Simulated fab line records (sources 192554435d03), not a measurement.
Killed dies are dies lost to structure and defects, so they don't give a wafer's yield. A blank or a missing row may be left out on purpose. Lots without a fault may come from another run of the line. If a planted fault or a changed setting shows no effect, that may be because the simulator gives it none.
A struck lot beside a sound one | flow n5Finfet | 16 steps out of a route of 1938
Sound: the wafers L938.2, L938.5, L938.6. Struck: wafers L951.3, L951.6. (L951.5 of the same lot was not struck and is left out.) The cause comes at the end.
Order at every step that has rows: each side's tool, ch and its chambers, its first start. Under that, the readings that differ: sound wafers | struck wafers | difference of the means | sigmas: that difference in standard deviations of wafers without a fault.
alike: same words and numbers on both sides, and readings whose means sit less than 2 such deviations apart. not compared: any withheld reading, any reading some wafer has no value for, any bound like >300 that may hide the same value, and any number with overlapping values for which the record gives no deviation.
A row with sigmas, a row that says differs or no value, or rows on one side alone: a step with any of these is where the two part. Non-overlapping numbers with no deviation appear without sigmas and do not part them. A reading that every wafer of one side lacks parts them only if that side has two wafers or more.

N5_BEOL_M2_OVL_MEAS_29:
  sound on overlay-01 ch 0, day 9 09:04; struck on overlay-01 ch 0, day 11 23:22
  alike: V1_OVL
N5_BEOL_M2_INSPECT_30: inspects for defects (brightfield).
  struck on defectInspect-02, day 11 23:25; sound on defectInspect-02, day 9 09:07
  alike: rawDefectCount
then, 2 steps without rows for these wafers: N5_BEOL_M2_DESCUM_33 (chemistry O2, time 7 s); N5_BEOL_M2_ETCH_77 (etches underlayer in N2/H2, target depth 6.5 nm, time 5.2 s).
N5_BEOL_M2_ETCH_69: etches SiARC in CF4, target depth 15.6 nm, time 26 s.
  sound on rieDiel-02 ch 0,1,3, day 9 09:12; struck on rieDiel-05 ch 0,1, day 11 23:29
  alike: drypumpMotorCurrentA, etchRfOnTimeS, oesProductAu, rfVppV, showerheadPlenumPTorr, throttleValvePct
  not compared: rfHoursCounterH
N5_BEOL_M2_ALD_98: deposits SiO2, target thk 2.5 nm, pulse time 1 s, co reactant pulse time 1 s.
  sound on aldSin-01 ch 0,1,3, day 9 09:17; struck on aldSin-01 ch 1, day 11 23:40
  alike: heaterPowerW, precursorPulseHeightRel, susceptorTempC
N5_BEOL_M2_ETCHBACK_99: etches SiO2 in CHF3, target depth 5 nm, time 10.4 s.
  sound on rieDiel-05 ch 1,2,3, day 10 01:58; struck on rieDiel-03 ch 1, day 13 00:34
  alike: drypumpMotorCurrentA, oes_f_703_au, oesProductAu, rfVppV, showerheadPlenumPTorr, throttleValvePct
  not compared: rfHoursCounterH
N5_BEOL_M2_ETCH_70: etches SOC in N2/H2, target depth 80 nm, overetch 24 nm, time 130 s.
  sound on rieDiel-05 ch 1,2,3, day 10 02:01; struck on rieDiel-03 ch 1, day 13 00:35
  alike: drypumpMotorCurrentA, oesProductAu, rfVppV, showerheadPlenumPTorr, throttleValvePct
  not compared: rfHoursCounterH
then, 2 steps without rows for these wafers: N5_BEOL_M2_STRIP_71 (strips in N2/H2); N5_BEOL_M2_STRIP_78 (strips in N2/H2).
N5_BEOL_M2_VIA_ETCH_34: etches the open film in C4F6/O2, target depth 69.4 nm, time 65.9 s.
  sound on rieDiel-05 ch 1,2,3, day 10 02:07; struck on rieDiel-03 ch 1, day 13 00:42
  alike: drypumpMotorCurrentA, oes_f_703_au, oesProductAu, rfVppV, showerheadPlenumPTorr, throttleValvePct
  not compared: rfHoursCounterH
then, 1 step without rows for these wafers: N5_BEOL_M2_STRIP_83 (strips in C4F6/O2).
N5_BEOL_M2_STRIP_36: strips in N2/H2.
  sound on rieDiel-05 ch 1,2,3, day 10 02:10; struck on rieDiel-03 ch 1, day 13 00:46
reading                      | sound             | struck      | difference | sigmas
chamberPressureMTorr (mTorr) | 19.99 19.98 19.99 | 13.99 13.99 | -6.00      | -99 or more
  alike: drypumpMotorCurrentA, oesProductAu, rfVppV, showerheadPlenumPTorr, throttleValvePct
  not compared: rfHoursCounterH
then, 1 step without rows for these wafers: N5_BEOL_M2_TRENCH_ETCH_37 (etches SiOC in C4F6/O2, target depth 55.555 nm, time 29.2 s).
N5_BEOL_M4_RC_MEAS_101:
  sound on prober-02 ch 0, day 11 23:04; struck on prober-02 ch 0, day 14 23:23
reading        | sound          | struck    | difference | sigmas
IOFF_P (nA/um) | 0.16 0.21 0.22 | 0.28 0.36 | +0.12      | +2
VT_P (mV)      | -253 -250 -249 | -241 -240 | +10        | +2
  alike: DIBL_N, DIBL_P, IOFF_N, ION_N, ION_P, SS_N, SS_P, VT_N
-- here the record skips 5 days between the struck wafers' starts before and after, leaving off in module BEOL_M4 and picking up in module PASSIVATION (first step shown: number 1936 of the route) --
N5_PASSIVATION_PROBE_49:
  struck on prober-01, day 19 16:16; sound on prober-01, day 16 23:56
reading               | sound       | struck | difference | sigmas
sort_bin_6_memory (%) | 3.5 2.8 4.2 | 2.0    | -1.5       | -2
  alike: defectLimitedYield, killed_at_M0_to_M3, killed_at_M4_up, killedAtContacts, killedAtFrontEnd, killedAtOther, killedDies, killedOpen, killedShort, sort_bin_4_leakage, sort_bin_5_function, sortNPass, sortYieldPct

WHERE THEY PART
First at N5_BEOL_M2_STRIP_36; last, within this record, at N5_PASSIVATION_PROBE_49.

WHY: whatever the simulator had introduced
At N5_BEOL_M2_STRIP_36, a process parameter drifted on rieDiel-03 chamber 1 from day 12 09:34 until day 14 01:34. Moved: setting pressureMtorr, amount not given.
